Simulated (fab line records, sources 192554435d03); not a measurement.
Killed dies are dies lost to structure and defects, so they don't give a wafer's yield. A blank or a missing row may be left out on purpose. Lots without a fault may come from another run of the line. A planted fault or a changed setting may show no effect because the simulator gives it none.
Split-lot experiment | flow n5_finfet | 7 lots, 21 wafers read, on a route of 1938 steps

THE SPLIT
At N5_BEOL_M0_SAQP_PECVD_04 (deposits a-Si from SiH4/He, target thk 60 nm, time 60.2 s), the setting time_s was moved away from the recipe's 60.2 s on 4 of the 21 wafers read, by -12.2% to +7.3%. The other wafers ran this setting at the recipe's value.

FROM THE SPLIT TO THE READING: what the file shows between them, 10 steps
- N5_BEOL_M0_SAQP_THK_MEAS_05
- N5_BEOL_M0_SAQP_HM_DEP_111: deposits SiO2 from SiH4/N2O, target thk 12 nm, time 7.2 s
- N5_BEOL_M0_SAQP_COAT_81: time 60 s, resist thk 100 nm
- N5_BEOL_M0_SAQP_HM_OPEN_112: chemistry CHF3/O2, target SiO2, stops on a-Si, target depth 12 nm, time 13.5 s
- N5_BEOL_M0_SAQP_STRIP_113: strips in CHF3/O2
- N5_BEOL_M0_SAQP_MANDREL_ETCH_20: etches a-Si in HBr/Cl2, stops on SiNx, target depth 60 nm, bt time 10 s, time 30 s
- N5_BEOL_M0_SAQP_STRIP_86: strips in N2/H2
- N5_BEOL_M0_SAQP_STRIP_115: strips in post etch residue remover, time 60 s
- N5_BEOL_M0_SAQP_RECESS_114: chemistry HF/NH3, target SiO2, target depth 14.4 nm, afs cycles 3, sublimation time 60 s
- N5_BEOL_M0_SAQP_SPACER1_ALD_98: deposits SiO2, target thk 12.8 nm, pulse time 1 s, purge time 2 s

THE READING
a-Si_of_BEOL_M0_SAQP_PECVD_04.thk_nm (the simulator's own value, which no gauge read), in nm, at N5_BEOL_M0_SAQP_SPACER1_ETCHBACK_99 (etches SiO2 in CHF3/O2, target depth 15.4 nm, time 7.7 s). The file gives no usual value for it. The 17 wafers here that ran the recipe average 59.0 nm, standard deviation 0.84 nm.

wafer  | tool, chamber at the split | time_s as run, s | against the recipe | a-Si_of_BEOL_M0_SAQP_PECVD_04.thk_nm, nm | against lot-mates on the recipe
L078.4 | pecvd-03, 0                | 60.2             | recipe             | 59.6                                     | -
L078.5 | pecvd-03, 2                | 60.2             | recipe             | 59                                       | -
L078.6 | pecvd-03, 1                | 60.2             | recipe             | 61.2                                     | -
L080.1 | pecvd-04, 2,1              | 60.2             | recipe             | 58.6                                     | -
L080.2 | pecvd-04, 2,1              | 60.2             | recipe             | 58.6                                     | -
L080.6 | pecvd-04, 0                | 60.2             | recipe             | 59.8                                     | -
L081.1 | pecvd-03, 2                | 60.2             | recipe             | 57.8                                     | -
L081.3 | pecvd-03, 0                | 60.2             | recipe             | 58.8                                     | -
L081.5 | pecvd-03, 0                | 60.2             | recipe             | 60                                       | -
L083.1 | pecvd-01, 0                | 60.2             | recipe             | 58.2                                     | -
L083.2 | pecvd-01, 2                | 60.2             | recipe             | 58.6                                     | -
L083.4 | pecvd-01, 1                | 56.94            | -5.4%              | 56.4                                     | -2.0
L084.2 | pecvd-03, 0                | 60.2             | recipe             | 58.2                                     | -
L084.5 | pecvd-03, 2                | 60.2             | recipe             | 58.8                                     | -
L084.6 | pecvd-03, 0                | 60.2             | recipe             | 59.2                                     | -
L088.1 | pecvd-01, 1,0              | 60.2             | recipe             | 58.4                                     | -
L088.3 | pecvd-01, 0                | 64.59            | +7.3%              | 62                                       | +3.5
L088.4 | pecvd-01, 1,0              | 60.2             | recipe             | 58.6                                     | -
L091.1 | pecvd-04, 0                | 52.84            | -12.2%             | 51.6                                     | -8.6
L091.4 | pecvd-04, 0                | 52.84            | -12.2%             | 52.4                                     | -7.8
L091.6 | pecvd-04, 1                | 60.2             | recipe             | 60.2                                     | -
Where a row lists several chambers, the file gives one row for several wafers and doesn't say which wafer went through which chamber.

THE FIT
A straight line over all 21 wafers: a-Si_of_BEOL_M0_SAQP_PECVD_04.thk_nm changes by +0.541 nm for each +1% of time_s; r = +0.94; the points scatter about the line by 0.85 nm.
The same after taking each lot's own level away (the mean of its wafers on the recipe; 21 wafers): +0.618 nm for each +1%; r = +0.96; scatter 0.74 nm.
On that fit, the largest move of time_s shifts the reading by 7.6 nm.
The lots' own levels span 58.40 to 60.20 nm, that is 2.1 times the standard deviation above.
So the lot-to-lot level changes the slope: the two fits differ.
Check: with one of the wafers moved furthest among these (-12.2%) left out of the fit, the line predicts -6.95 nm for it against its lot-mates. It came out at -8.6 nm against them.

THE WHOLE CHAIN: every reading that the file lists as answering this split, in the file's order
step                                | what it does                                                                       | reading                                                                               | change (the file's fit)               | r (the file's)
N5_BEOL_M0_SAQP_PECVD_04            | deposits a-Si from SiH4/He, target thk 60 nm, time 60.2 s                          | a-Si_of_BEOL_M0_SAQP_PECVD_04.thk_nm (the simulator's own value, which no gauge read) | +0.58 nm for each +1% of the setting  | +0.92
N5_BEOL_M0_SAQP_THK_MEAS_05         |                                                                                    | thk_nm                                                                                | withheld for each +1% of the setting  | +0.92
N5_BEOL_M0_SAQP_MANDREL_ETCH_20     | etches a-Si in HBr/Cl2, stops on SiNx, target depth 60 nm, bt time 10 s, time 30 s | etch.depth_nm (the simulator's own value, which no gauge read)                        | +0.584 nm for each +1% of the setting | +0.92
N5_BEOL_M0_SAQP_SPACER1_ETCHBACK_99 | etches SiO2 in CHF3/O2, target depth 15.4 nm, time 7.7 s                           | a-Si_of_BEOL_M0_SAQP_PECVD_04.thk_nm (the simulator's own value, which no gauge read) | +0.589 nm for each +1% of the setting | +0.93

THE FILE'S OWN FIT
a-Si_of_BEOL_M0_SAQP_PECVD_04.thk_nm changes by +0.589 nm for each +1% of time_s, r = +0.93.
